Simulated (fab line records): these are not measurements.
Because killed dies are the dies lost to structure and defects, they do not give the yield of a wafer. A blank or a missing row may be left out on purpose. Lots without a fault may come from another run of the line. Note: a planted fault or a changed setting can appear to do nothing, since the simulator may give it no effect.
Which tool is to blame? | flow nandHarc | Sampling: 24 lots, 72 wafers, 3 of 1159 route steps

WHAT THE GAUGES SHOWED, per wafer
NHARC_A_SGD_CUT_INSPECT_11. Usual: 19 for rawDefectCount, sd 9.9.
lot  | measured     | on               | rawDefectCount | flag
L075 | day 13 23:50 | defectInspect-01 | 22 25 22       | 
L074 | day 13 23:32 | defectInspect-01 | 21 18 22       | 
L076 | day 14 05:25 | defectInspect-02 | 14 7 10        | 
L077 | day 14 05:06 | defectInspect-01 | 24 25 21       | 
L078 | day 14 19:25 | defectInspect-02 | 12 7 9         | 
L080 | day 15 07:20 | defectInspect-01 | 29 24 18       | 
L079 | day 15 06:58 | defectInspect-01 | 13 8 8         | 
L081 | day 15 22:02 | defectInspect-01 | 27 31 31       | 
L082 | day 15 22:24 | defectInspect-01 | 14 4 6         | 
L083 | day 16 04:40 | defectInspect-01 | 27 24 28       | 
L084 | day 16 04:25 | defectInspect-02 | 9 9 5          | 
L085 | day 16 19:42 | defectInspect-02 | 30 34 31       | 
L087 | day 16 19:21 | defectInspect-01 | 7 8 5          | 
L086 | day 16 21:21 | defectInspect-01 | 15 12 5        | 
L088 | day 17 05:43 | defectInspect-02 | 32 32 25       | 
L090 | day 17 16:50 | defectInspect-01 | 28 25 30       | 
L089 | day 17 17:38 | defectInspect-02 | 11 12 17       | 
L091 | day 17 16:39 | defectInspect-02 | 37 26 34       | 
L092 | day 18 03:14 | defectInspect-02 | 9 8 11         | 
L094 | day 18 17:03 | defectInspect-01 | 10 12 8        | 
L093 | day 18 17:14 | defectInspect-02 | 37 32 31       | 
L096 | day 19 07:27 | defectInspect-01 | 4 16 14        | 
L095 | day 19 06:34 | defectInspect-01 | 14 8 19        | 
L097 | day 19 07:04 | defectInspect-02 | 13 19 19       | 

WHAT TOOL EACH LOT RAN ON (gives the tool, then ch and the chambers of the sampled wafers, and finally the start)
lot  | NHARC_A_STAIRCASE_ALD_420       | NHARC_A_STAIRCASE_ETCHBACK_422
L075 | aldHk-03 ch 1,2,3, day 12 10:31 | rieDiel-01 ch 1,2,3, day 13 21:37
L074 | aldHk-03 ch 1,2, day 12 11:27   | rieDiel-01 ch 0,1,3, day 13 21:20
L076 | aldHk-02 ch 1,3, day 12 14:14   | rieDiel-13 ch 2,3, day 14 03:08
L077 | aldHk-03 ch 0,1,2, day 12 14:54 | rieDiel-13 ch 1,3, day 14 02:59
L078 | aldHk-03 ch 2,3, day 13 02:17   | rieDiel-01 ch 0,1,2, day 14 17:17
L080 | aldHk-02 ch 0,2,3, day 13 10:49 | rieDiel-11 ch 0,2,3, day 15 04:35
L079 | aldHk-01 ch 0,1,3, day 13 14:06 | rieDiel-13 ch 0,2, day 15 04:18
L081 | aldHk-03 ch 0,3, day 14 04:56   | rieDiel-13 ch 1,3, day 15 19:58
L082 | aldHk-02 ch 0,2,3, day 14 05:23 | rieDiel-13 ch 2,3, day 15 20:02
L083 | aldHk-02 ch 0,1,2, day 14 08:30 | rieDiel-11 ch 0,2,3, day 16 02:29
L084 | aldHk-03 ch 0,1,2, day 14 08:40 | rieDiel-01 ch 0,1,2, day 16 02:13
L085 | aldHk-02 ch 1,2,3, day 15 00:58 | rieDiel-13 ch 1,2,3, day 16 17:29
L087 | aldHk-01 ch 1,2, day 15 00:58   | rieDiel-01 ch 1,2, day 16 17:17
L086 | aldHk-03 ch 0,2, day 15 09:44   | rieDiel-01 ch 1,3, day 16 18:56
L088 | aldHk-02 ch 0,1,3, day 15 14:50 | rieDiel-11 ch 0,1,3, day 17 03:32
L090 | aldHk-03 ch 0,1,2, day 15 23:28 | rieDiel-01 ch 1,2,3, day 17 14:35
L089 | aldHk-02 ch 0,1, day 15 23:30   | rieDiel-11 ch 0,2, day 17 15:22
L091 | aldHk-02 ch 1,3, day 16 03:18   | rieDiel-11 ch 0,1,3, day 17 14:29
L092 | aldHk-03 ch 2,3, day 16 14:35   | rieDiel-11 ch 0,3, day 18 01:02
L094 | aldHk-02 ch 2,3, day 17 02:19   | rieDiel-11 ch 2,3, day 18 14:44
L093 | aldHk-02 ch 1,2,3, day 17 03:16 | rieDiel-01 ch 1,2,3, day 18 14:53
L096 | aldHk-03 ch 1,2,3, day 17 11:35 | rieDiel-01 ch 0,3, day 19 05:12
L095 | aldHk-03 ch 2,3, day 17 17:49   | rieDiel-11 ch 0,1,2, day 19 04:31
L097 | aldHk-03 ch 0,2,3, day 17 20:44 | rieDiel-13 ch 1,3, day 19 05:01
- NHARC_A_STAIRCASE_ALD_420: deposits SiO2, target thk 20 nm, pulse time 6 s, ald cycles 200.
- NHARC_A_STAIRCASE_ETCHBACK_422: etches the open film in CH3F/O2, target depth 40 nm, time 74.286 s.

AS READ BY THE TOOLS THEMSELVES (means over the sampled wafers that have a number; for cases with no such wafer, the mark the record gives instead)
NHARC_A_STAIRCASE_ALD_420. Usual: heaterPowerW 481 W, standard deviation 50; precursorPulseHeightRel 0.995, standard deviation 0.019.
lot  | tool     | heaterPowerW (W) | precursorPulseHeightRel | flag
L075 | aldHk-03 | 531              | 1.003                   | 
L074 | aldHk-03 | 520              | 1.006                   | 
L076 | aldHk-02 | 451              | 0.990                   | 
L077 | aldHk-03 | 497              | 0.998                   | 
L078 | aldHk-03 | 563              | 1.007                   | 
L080 | aldHk-02 | 476              | 0.980                   | 
L079 | aldHk-01 | 502              | 0.981                   | 
L081 | aldHk-03 | 491              | 1.004                   | 
L082 | aldHk-02 | 473              | 0.983                   | 
L083 | aldHk-02 | 440              | 1.001                   | 
L084 | aldHk-03 | 499              | 1.018                   | 
L085 | aldHk-02 | 455              | 0.992                   | 
L087 | aldHk-01 | 487              | 0.985                   | 
L086 | aldHk-03 | 473              | 0.989                   | 
L088 | aldHk-02 | 430              | 0.999                   | 
L090 | aldHk-03 | 463              | 0.985                   | 
L089 | aldHk-02 | 394              | 0.991                   | 
L091 | aldHk-02 | 431              | 0.997                   | 
L092 | aldHk-03 | 519              | 0.977                   | 
L094 | aldHk-02 | 486              | 0.977                   | 
L093 | aldHk-02 | 448              | 0.983                   | 
L096 | aldHk-03 | 491              | 0.991                   | 
L095 | aldHk-03 | 524              | 0.989                   | 
L097 | aldHk-03 | 488              | 1.003                   | 

NHARC_A_STAIRCASE_ETCHBACK_422. Usual: drypumpMotorCurrentA 5.7 A, standard deviation 0.35; oesProductAu 0.98 a.u., standard deviation 0.036; rfVppV 244.5 V, standard deviation 1.5; showerheadPlenumPTorr 2.47 Torr, standard deviation 0.09; throttleValvePct 20.663 %, standard deviation 0.0092.
lot  | tool       | drypumpMotorCurrentA (A) | oesProductAu (a.u.) | rfVppV (V) | showerheadPlenumPTorr (Torr) | throttleValvePct (%) | flag
L075 | rieDiel-01 | 5.9                      | 1.01                | 245.0      | 2.46                         | 20.656               | 
L074 | rieDiel-01 | 5.8                      | 0.92                | 244.2      | 2.44                         | 20.659               | 
L076 | rieDiel-13 | 5.4                      | 1.01                | 244.4      | 2.42                         | 20.668               | 
L077 | rieDiel-13 | 5.5                      | 1.01                | 244.8      | 2.46                         | 20.658               | 
L078 | rieDiel-01 | 5.7                      | 1.00                | 243.7      | 2.46                         | 20.668               | 
L080 | rieDiel-11 | 5.6                      | 0.92                | 244.3      | 2.50                         | 20.663               | 
L079 | rieDiel-13 | 5.7                      | 1.02                | 244.9      | 2.53                         | 20.654               | 
L081 | rieDiel-13 | 5.5                      | 0.93                | 244.1      | 2.42                         | 20.663               | 
L082 | rieDiel-13 | 5.3                      | 1.01                | 244.8      | 2.45                         | 20.659               | 
L083 | rieDiel-11 | 5.6                      | 0.93                | 245.2      | 2.49                         | 20.663               | 
L084 | rieDiel-01 | 5.7                      | 1.00                | 243.7      | 2.46                         | 20.663               | 
L085 | rieDiel-13 | 5.4                      | 1.00                | 243.6      | 2.45                         | 20.664               | 
L087 | rieDiel-01 | 5.8                      | 0.97                | 244.9      | 2.48                         | 20.656               | 
L086 | rieDiel-01 | 6.0                      | 0.98                | 243.8      | 2.43                         | 20.667               | 
L088 | rieDiel-11 | 5.7                      | 1.00                | 244.8      | 2.50                         | 20.663               | 
L090 | rieDiel-01 | 5.9                      | 0.92                | 244.6      | 2.45                         | 20.666               | 
L089 | rieDiel-11 | 5.5                      | 1.00                | 244.6      | 2.50                         | 20.676               | 
L091 | rieDiel-11 | 5.7                      | 0.99                | 244.6      | 2.50                         | 20.664               | 
L092 | rieDiel-11 | 5.5                      | 1.00                | 245.4      | 2.56                         | 20.657               | 
L094 | rieDiel-11 | 5.7                      | 0.99                | 243.7      | 2.42                         | 20.654               | 
L093 | rieDiel-01 | 5.9                      | 0.99                | 243.7      | 2.45                         | 20.662               | 
L096 | rieDiel-01 | 5.6                      | 0.99                | 244.3      | 2.48                         | 20.661               | 
L095 | rieDiel-11 | 5.6                      | 0.92                | 243.9      | 2.44                         | 20.663               | 
L097 | rieDiel-13 | 5.5                      | 0.92                | 244.3      | 2.45                         | 20.668               | 

THE ANSWER, worked out from the rows above alone
Rule: take the mean of a lot's wafers that have a number; if it is more than 3 standard deviations from the usual mean, the lot is off. Also off: a lot with no number at a reading for which 4 or more lots have one. Any other lot the step has rows for is counted as sound. The gauges are gone through in route order, then the tools' own readings, and for those a lot's mean is taken as printed above. The first step at which some lot is off is used, and at that step the reading that is off furthest; a lot without a number counts as furthest.
Across all readings shown, no lot is off: no conclusion can be drawn from this.

WHAT HAD BEEN PUT IN BY THE SIMULATOR
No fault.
